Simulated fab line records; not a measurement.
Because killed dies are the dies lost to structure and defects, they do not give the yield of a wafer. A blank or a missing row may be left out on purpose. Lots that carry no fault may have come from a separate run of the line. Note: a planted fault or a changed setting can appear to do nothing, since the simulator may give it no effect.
Lot-split experiment | flow n5 finfet | on a route of 1938 steps: 7 lots, 21 wafers read

== THE SPLIT ITSELF ==
At N5_BEOL_M12_ILD_DEP_00 (deposits SiOC from DEMS/O2, target thk 658.92 nm, time 130.7 s), the setting time s was moved away from the recipe's 130.7 s on 6 of the 21 wafers read, by -9.8% to +7.7%. The other wafers ran this setting at the recipe's value.

There is no step in the file separating the split from the reading.

== THE READING ==
M12_ILD_THK in nanometres, read at N5_BEOL_M12_THK_MEAS_01. Typical for fault-free wafers on this fab line: 660 nm, with standard deviation 7.7 nm.

wafer  | tool, chamber at the split | time s as run, s | against the recipe | M12_ILD_THK, nm | against lot-mates on the recipe
L075.1 | pecvd-04, 1                | 130.7            | recipe             | 657             | -
L075.2 | pecvd-04, 0                | 117.9            | -9.8%              | 591             | -71
L075.6 | pecvd-04, 1                | 130.7            | recipe             | 667             | -
L076.2 | pecvd-04, 1                | 130.7            | recipe             | 657             | -
L076.4 | pecvd-04, 0                | 130.7            | recipe             | 670             | -
L076.5 | pecvd-04, 1                | 130.7            | recipe             | 668             | -
L079.1 | pecvd-04, 1                | 130.7            | recipe             | 649             | -
L079.3 | pecvd-04, 0                | 130.7            | recipe             | 657             | -
L079.6 | pecvd-04, 2                | 130.7            | recipe             | 672             | -
L081.2 | pecvd-02, 1                | 137.7            | +5.4%              | 693             | +40
L081.3 | pecvd-02, 2                | 130.7            | recipe             | 653             | -
L081.5 | pecvd-02, 2                | 137.7            | +5.4%              | 701             | +48
L089.1 | pecvd-01, 1                | 138.2            | +5.7%              | 695             | +32
L089.4 | pecvd-01, 1                | 130.7            | recipe             | 663             | -
L089.6 | pecvd-01, 0                | 138.2            | +5.7%              | 705             | +42
L093.1 | pecvd-01, 0                | 140.7            | +7.7%              | 710             | +46
L093.3 | pecvd-01, 2                | 130.7            | recipe             | 659             | -
L093.4 | pecvd-01, 0                | 130.7            | recipe             | 670             | -
L088.3 | pecvd-02, 0                | 130.7            | recipe             | 657             | -
L088.5 | pecvd-02, 1                | 130.7            | recipe             | 674             | -
L088.6 | pecvd-02, 2                | 130.7            | recipe             | 675             | -

THE FIT
A straight line over all 21 wafers: M12_ILD_THK changes by +6.73 nm for each +1% of time s; r = +0.96; the points scatter about the line by 7.6 nm.
The same after taking each lot's own level away (the mean of its wafers on the recipe; 21 wafers): +7 nm for each +1%; r = +0.96; scatter 7 nm.
Per that fit: largest time s move, reading shift of 69 nm.
The lots' own levels span 653.0 to 668.7 nm, that is 2.0 times the standard deviation above.
The two slopes agree, so the slope changes little with the lot-to-lot level.
Check: -66.5 nm against its lot-mates is what the line predicts for one of the wafers moved furthest among these (-9.8%) when that wafer is left out of the fit. Against them it came out at -71 nm.

== ADDITIONAL SPLITS CARRIED BY THESE WAFERS ==
These wafers also went through other splits before the reading. Each is held against what the fit with the lots' levels taken away leaves over:
other split on the same wafers | wafers away from the commonest value | r with M12_ILD_THK (lot level and that fit taken away)
N5_BEOL_M11_ILD_DEP_00 time s  | 8                                    | -0.14
N5_BEOL_M11_PECVD_70 temp c    | 6                                    | +0.17

== THE WHOLE CHAIN: every reading that the file lists as answering this split, in the file's order ==
step                    | what it does                                                   | reading                                                                             | change (the file's fit)              | r (the file's)
N5_BEOL_M12_ILD_DEP_00  | deposits SiOC from DEMS/O2, target thk 658.92 nm, time 130.7 s | SiOC_of_BEOL_M12_ILD_DEP_00.thk nm (the simulator's own value, which no gauge read) | +6.94 nm for each +1% of the setting | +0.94
N5_BEOL_M12_THK_MEAS_01 |                                                                | M12_ILD_THK                                                                         | +6.93 for each +1% of the setting    | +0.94
N5_BEOL_M12_VIA_ETCH_16 | etches SiOC in C4F8/O2/Ar, target depth 724.8 nm               | etch.depth nm (the simulator's own value, which no gauge read)                      | +6.94 nm for each +1% of the setting | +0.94
N5_BEOL_M12_VIA_ETCH_16 | etches SiOC in C4F8/O2/Ar, target depth 724.8 nm               | coat_of_BEOL_M12_COAT_04.thk nm (the simulator's own value, which no gauge read)    | -1.97 nm for each +1% of the setting | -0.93
N5_BEOL_M12_STRIP_63    | strips in N2/H2                                                | strip time to endpoint s                                                            | withheld for each +1% of the setting | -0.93
N5_BEOL_M12_STRIP_71    | strips in post etch residue remover, time 60 s                 | SiOC_of_BEOL_M12_ILD_DEP_00.thk nm (the simulator's own value, which no gauge read) | +6.95 nm for each +1% of the setting | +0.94

== THE FILE'S OWN FIT ==
M12_ILD_THK changes by +6.93 nm for each +1% of time s, r = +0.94.
